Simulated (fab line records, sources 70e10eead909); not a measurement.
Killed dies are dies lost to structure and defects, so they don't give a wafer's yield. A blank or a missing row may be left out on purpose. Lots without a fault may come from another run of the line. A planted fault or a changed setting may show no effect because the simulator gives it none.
What tool caused it? :: flow nand-harc :: 13 lots with 39 wafers sampled at 5 steps, on a route of 1159 steps

WHAT EACH GAUGE READ, for each wafer
NHARC_END_SORT_01. Usual: killed-at-array 27, standard deviation 12; killed-at-other 0.9, standard deviation 1.1; killed-at-periphery 3.2, standard deviation 2.4; killed-dies 31, standard deviation 12; killed-open 3.3, standard deviation 1.7; killed-short 2.0, standard deviation 1.6.
lot: L594
measured: day 24 14:04
on: prober-01
killed-at-array: 91 95 127
killed-at-other: 1 1 0
killed-at-periphery: 3 7 1
killed-dies: 95 103 128
killed-open: 1 4 7
killed-short: 1 0 0
flag: OFF

lot: L598
measured: day 25 04:38
on: prober-02
killed-at-array: 91 87 124
killed-at-other: 0 1 3
killed-at-periphery: 1 5 4
killed-dies: 92 93 131
killed-open: 1 5 5
killed-short: 4 2 2
flag: OFF

WHAT TOOL EACH LOT RAN ON (gives the tool, then ch and the chambers of the sampled wafers, and finally the start)
lot: L589
NHARC_A_CONTACT_DEP_84: acl-dep-03 ch 0, day 17 00:29
NHARC_THIN_TSV_DEGAS_49: pvd-sputter-01, day 18 22:21
NHARC_THIN_TSV_DESCUM_35: rie-diel-01 ch 0,2, day 19 01:41
NHARC_THIN_TSV_STRIP_56: plasma-asher-02 ch 0,1, day 19 02:20

lot: L587
NHARC_A_CONTACT_DEP_84: acl-dep-03 ch 0, day 17 01:44
NHARC_THIN_TSV_DEGAS_49: pvd-sputter-01, day 18 23:34
NHARC_THIN_TSV_DESCUM_35: rie-diel-10 ch 1,2,3, day 19 02:55
NHARC_THIN_TSV_STRIP_56: plasma-asher-01 ch 0, day 19 03:25

lot: L588
NHARC_A_CONTACT_DEP_84: acl-dep-03 ch 0, day 17 08:10
NHARC_THIN_TSV_DEGAS_49: pvd-sputter-01, day 19 03:52
NHARC_THIN_TSV_DESCUM_35: rie-diel-08 ch 1,3, day 19 07:11
NHARC_THIN_TSV_STRIP_56: plasma-asher-01 ch 0,1, day 19 07:44

lot: L594
NHARC_A_CONTACT_DEP_84: acl-dep-03 ch 0, day 19 11:10
NHARC_THIN_TSV_DEGAS_49: pvd-sputter-03, day 23 14:13
NHARC_THIN_TSV_DESCUM_35: rie-diel-08 ch 1,2, day 23 17:29
NHARC_THIN_TSV_STRIP_56: plasma-asher-02 ch 0,1, day 23 18:43

lot: L600
NHARC_A_CONTACT_DEP_84: acl-dep-01 ch 0, day 19 22:30
NHARC_THIN_TSV_DEGAS_49: pvd-sputter-02, day 23 19:05
NHARC_THIN_TSV_DESCUM_35: rie-diel-10 ch 0,1,2, day 23 22:24
NHARC_THIN_TSV_STRIP_56: plasma-asher-02 ch 0,1, day 23 22:55

lot: L598
NHARC_A_CONTACT_DEP_84: acl-dep-03 ch 0, day 19 23:20
NHARC_THIN_TSV_DEGAS_49: pvd-sputter-02, day 23 16:51
NHARC_THIN_TSV_DESCUM_35: rie-diel-01 ch 1,3, day 23 20:08
NHARC_THIN_TSV_STRIP_56: plasma-asher-02 ch 0,1, day 23 20:59

lot: L601
NHARC_A_CONTACT_DEP_84: acl-dep-01 ch 0, day 20 09:37
NHARC_THIN_TSV_DEGAS_49: pvd-sputter-02, day 23 21:26
NHARC_THIN_TSV_DESCUM_35: rie-diel-10 ch 1,2, day 24 01:16
NHARC_THIN_TSV_STRIP_56: plasma-asher-02 ch 0,1, day 24 01:46

lot: L603
NHARC_A_CONTACT_DEP_84: acl-dep-02 ch 0, day 21 07:07
NHARC_THIN_TSV_DEGAS_49: pvd-sputter-02, day 23 23:49
NHARC_THIN_TSV_DESCUM_35: rie-diel-10 ch 0,2, day 24 03:03
NHARC_THIN_TSV_STRIP_56: plasma-asher-02 ch 0,1, day 24 03:37

lot: L607
NHARC_A_CONTACT_DEP_84: acl-dep-02 ch 0, day 21 18:56
NHARC_THIN_TSV_DEGAS_49: pvd-sputter-03, day 24 00:43
NHARC_THIN_TSV_DESCUM_35: rie-diel-10 ch 0,2, day 24 04:05
NHARC_THIN_TSV_STRIP_56: plasma-asher-01 ch 0,1, day 24 04:38

lot: L605
NHARC_A_CONTACT_DEP_84: acl-dep-01 ch 0, day 22 07:10
NHARC_THIN_TSV_DEGAS_49: pvd-sputter-01, day 24 10:30
NHARC_THIN_TSV_DESCUM_35: rie-diel-10 ch 0,3, day 24 13:49
NHARC_THIN_TSV_STRIP_56: plasma-asher-01 ch 0,1, day 24 14:22

lot: L606
NHARC_A_CONTACT_DEP_84: acl-dep-02 ch 0, day 22 13:21
NHARC_THIN_TSV_DEGAS_49: pvd-sputter-02, day 24 17:57
NHARC_THIN_TSV_DESCUM_35: rie-diel-08 ch 1,2, day 24 21:22
NHARC_THIN_TSV_STRIP_56: plasma-asher-02 ch 0,1, day 24 21:59

lot: L609
NHARC_A_CONTACT_DEP_84: acl-dep-02 ch 0, day 22 22:17
NHARC_THIN_TSV_DEGAS_49: pvd-sputter-01, day 24 19:38
NHARC_THIN_TSV_DESCUM_35: rie-diel-08 ch 1,2,3, day 24 22:58
NHARC_THIN_TSV_STRIP_56: plasma-asher-02 ch 0,1, day 24 23:31

lot: L610
NHARC_A_CONTACT_DEP_84: acl-dep-01 ch 0, day 23 03:10
NHARC_THIN_TSV_DEGAS_49: pvd-sputter-01, day 24 21:46
NHARC_THIN_TSV_DESCUM_35: rie-diel-08 ch 0,3, day 25 00:59
NHARC_THIN_TSV_STRIP_56: plasma-asher-02 ch 0,1, day 25 01:29
- NHARC_A_CONTACT_DEP_84: deposits aC, target thk 2000 nm.
- NHARC_THIN_TSV_DEGAS_49: time 120 s.
- NHARC_THIN_TSV_DESCUM_35: chemistry O2, time 3 s.
- NHARC_THIN_TSV_STRIP_56: strips in O2.

WHAT THE TOOLS THEMSELVES READ (means of the sampled wafers that have a number; where no wafer has one, the mark that the record gives instead)
NHARC_A_CONTACT_DEP_84. Usual: throttle-valve-pct reads 35.000 % (standard deviation 0.0092).
lot: L589
tool: acl-dep-03
throttle-valve-pct (%): 35.003
flag: 

lot: L587
tool: acl-dep-03
throttle-valve-pct (%): 35.001
flag: 

lot: L588
tool: acl-dep-03
throttle-valve-pct (%): 35.006
flag: 

lot: L594
tool: acl-dep-03
throttle-valve-pct (%): 34.999
flag: 

lot: L600
tool: acl-dep-01
throttle-valve-pct (%): 35.004
flag: 

lot: L598
tool: acl-dep-03
throttle-valve-pct (%): 35.001
flag: 

lot: L601
tool: acl-dep-01
throttle-valve-pct (%): 34.994
flag: 

lot: L603
tool: acl-dep-02
throttle-valve-pct (%): 34.995
flag: 

lot: L607
tool: acl-dep-02
throttle-valve-pct (%): 35.001
flag: 

lot: L605
tool: acl-dep-01
throttle-valve-pct (%): 34.999
flag: 

lot: L606
tool: acl-dep-02
throttle-valve-pct (%): 35.012
flag: 

lot: L609
tool: acl-dep-02
throttle-valve-pct (%): 35.006
flag: 

lot: L610
tool: acl-dep-01
throttle-valve-pct (%): 34.996
flag: 

NHARC_THIN_TSV_DEGAS_49. Usual: heater-power-w reads 452 W (standard deviation 38).
lot: L589
tool: pvd-sputter-01
heater-power-w (W): 431
flag: 

lot: L587
tool: pvd-sputter-01
heater-power-w (W): 492
flag: 

lot: L588
tool: pvd-sputter-01
heater-power-w (W): 458
flag: 

lot: L594
tool: pvd-sputter-03
heater-power-w (W): 491
flag: 

lot: L600
tool: pvd-sputter-02
heater-power-w (W): 448
flag: 

lot: L598
tool: pvd-sputter-02
heater-power-w (W): 454
flag: 

lot: L601
tool: pvd-sputter-02
heater-power-w (W): 432
flag: 

lot: L603
tool: pvd-sputter-02
heater-power-w (W): 419
flag: 

lot: L607
tool: pvd-sputter-03
heater-power-w (W): 454
flag: 

lot: L605
tool: pvd-sputter-01
heater-power-w (W): 416
flag: 

lot: L606
tool: pvd-sputter-02
heater-power-w (W): 452
flag: 

lot: L609
tool: pvd-sputter-01
heater-power-w (W): 433
flag: 

lot: L610
tool: pvd-sputter-01
heater-power-w (W): 474
flag: 

NHARC_THIN_TSV_DESCUM_35. Usual: drypump-motor-current-A 5.7 A, standard deviation 0.34; oes-product-au 0.997 a.u., standard deviation 0.011; rf-vpp-V 57.5 V, standard deviation 0.94; showerhead-plenum-p-Torr 1.88 Torr, standard deviation 0.083; throttle-valve-pct 11.312 %, standard deviation 0.0086.
lot: L589
tool: rie-diel-01
drypump-motor-current-A (A): 5.2
oes-product-au (a.u.): 1.003
rf-vpp-V (V): 58.7
showerhead-plenum-p-Torr (Torr): 1.95
throttle-valve-pct (%): 11.313
flag: 

lot: L587
tool: rie-diel-10
drypump-motor-current-A (A): 5.7
oes-product-au (a.u.): 0.994
rf-vpp-V (V): 57.7
showerhead-plenum-p-Torr (Torr): 1.92
throttle-valve-pct (%): 11.323
flag: 

lot: L588
tool: rie-diel-08
drypump-motor-current-A (A): 5.5
oes-product-au (a.u.): 1.000
rf-vpp-V (V): 58.5
showerhead-plenum-p-Torr (Torr): 1.87
throttle-valve-pct (%): 11.308
flag: 

lot: L594
tool: rie-diel-08
drypump-motor-current-A (A): 6.0
oes-product-au (a.u.): 0.995
rf-vpp-V (V): 58.5
showerhead-plenum-p-Torr (Torr): 1.94
throttle-valve-pct (%): 11.309
flag: 

lot: L600
tool: rie-diel-10
drypump-motor-current-A (A): 5.9
oes-product-au (a.u.): 0.997
rf-vpp-V (V): 56.5
showerhead-plenum-p-Torr (Torr): 1.83
throttle-valve-pct (%): 11.315
flag: 

lot: L598
tool: rie-diel-01
drypump-motor-current-A (A): 5.4
oes-product-au (a.u.): 1.004
rf-vpp-V (V): 57.2
showerhead-plenum-p-Torr (Torr): 1.83
throttle-valve-pct (%): 11.308
flag: 

lot: L601
tool: rie-diel-10
drypump-motor-current-A (A): 5.9
oes-product-au (a.u.): 0.993
rf-vpp-V (V): 56.9
showerhead-plenum-p-Torr (Torr): 1.84
throttle-valve-pct (%): 11.321
flag: 

lot: L603
tool: rie-diel-10
drypump-motor-current-A (A): 6.0
oes-product-au (a.u.): 0.992
rf-vpp-V (V): 57.6
showerhead-plenum-p-Torr (Torr): 1.81
throttle-valve-pct (%): 11.310
flag: 

lot: L607
tool: rie-diel-10
drypump-motor-current-A (A): 6.0
oes-product-au (a.u.): 0.993
rf-vpp-V (V): 56.4
showerhead-plenum-p-Torr (Torr): 1.82
throttle-valve-pct (%): 11.306
flag: 

lot: L605
tool: rie-diel-10
drypump-motor-current-A (A): 5.8
oes-product-au (a.u.): 0.997
rf-vpp-V (V): 58.0
showerhead-plenum-p-Torr (Torr): 1.88
throttle-valve-pct (%): 11.312
flag: 

lot: L606
tool: rie-diel-08
drypump-motor-current-A (A): 6.0
oes-product-au (a.u.): 1.000
rf-vpp-V (V): 57.3
showerhead-plenum-p-Torr (Torr): 1.94
throttle-valve-pct (%): 11.307
flag: 

lot: L609
tool: rie-diel-08
drypump-motor-current-A (A): 5.7
oes-product-au (a.u.): 1.005
rf-vpp-V (V): 57.0
showerhead-plenum-p-Torr (Torr): 1.90
throttle-valve-pct (%): 11.316
flag: 

lot: L610
tool: rie-diel-08
drypump-motor-current-A (A): 5.5
oes-product-au (a.u.): 1.001
rf-vpp-V (V): 58.0
showerhead-plenum-p-Torr (Torr): 1.80
throttle-valve-pct (%): 11.304
flag: 

NHARC_THIN_TSV_STRIP_56. Usual: drypump-motor-current-A 5.9 A, standard deviation 0.39; heater-power-w 312 W, standard deviation 34.
lot: L589
tool: plasma-asher-02
drypump-motor-current-A (A): 6.2
heater-power-w (W): 297
flag: 

lot: L587
tool: plasma-asher-01
drypump-motor-current-A (A): 5.3
heater-power-w (W): 319
flag: 

lot: L588
tool: plasma-asher-01
drypump-motor-current-A (A): 5.7
heater-power-w (W): 341
flag: 

lot: L594
tool: plasma-asher-02
drypump-motor-current-A (A): 6.2
heater-power-w (W): 274
flag: 

lot: L600
tool: plasma-asher-02
drypump-motor-current-A (A): 6.2
heater-power-w (W): 294
flag: 

lot: L598
tool: plasma-asher-02
drypump-motor-current-A (A): 6.2
heater-power-w (W): 283
flag: 

lot: L601
tool: plasma-asher-02
drypump-motor-current-A (A): 6.2
heater-power-w (W): 273
flag: 

lot: L603
tool: plasma-asher-02
drypump-motor-current-A (A): 6.2
heater-power-w (W): 294
flag: 

lot: L607
tool: plasma-asher-01
drypump-motor-current-A (A): 5.7
heater-power-w (W): 349
flag: 

lot: L605
tool: plasma-asher-01
drypump-motor-current-A (A): 5.7
heater-power-w (W): 353
flag: 

lot: L606
tool: plasma-asher-02
drypump-motor-current-A (A): 6.2
heater-power-w (W): 293
flag: 

lot: L609
tool: plasma-asher-02
drypump-motor-current-A (A): 6.2
heater-power-w (W): 297
flag: 

lot: L610
tool: plasma-asher-02
drypump-motor-current-A (A): 6.2
heater-power-w (W): 296
flag: 

THE ANSWER, worked out from the rows above alone
Rule: lot off if the mean of its wafers having a number is beyond 3 standard deviations from the usual mean. Also off: a lot with no number at a reading for which 4 or more lots have one. Any other lot the step has rows for is counted as sound. First the gauges in route order, then the tools' own readings, where a lot's mean is used as printed above. The first step at which some lot is off is used, and at that step the reading that is off furthest; a lot without a number counts as furthest.
Off: L594, L598, at NHARC_END_SORT_01 (killed-dies). Neither off nor sound, because the step has no rows for them: L589, L587, L588, L600, L601, L603, L607, L605, L606, L609, L610.
If a tool, at a process step before that reading, ran all the lots that are off and no sound lot after the first of them, it fits. Gauges at NHARC_END_SORT_01: tried the same way as those tools. This does not decide it: 2 tools fit, namely acl-dep-03 at NHARC_A_CONTACT_DEP_84 and plasma-asher-02 at NHARC_THIN_TSV_STRIP_56.

WHAT THE SIMULATOR PUT IN
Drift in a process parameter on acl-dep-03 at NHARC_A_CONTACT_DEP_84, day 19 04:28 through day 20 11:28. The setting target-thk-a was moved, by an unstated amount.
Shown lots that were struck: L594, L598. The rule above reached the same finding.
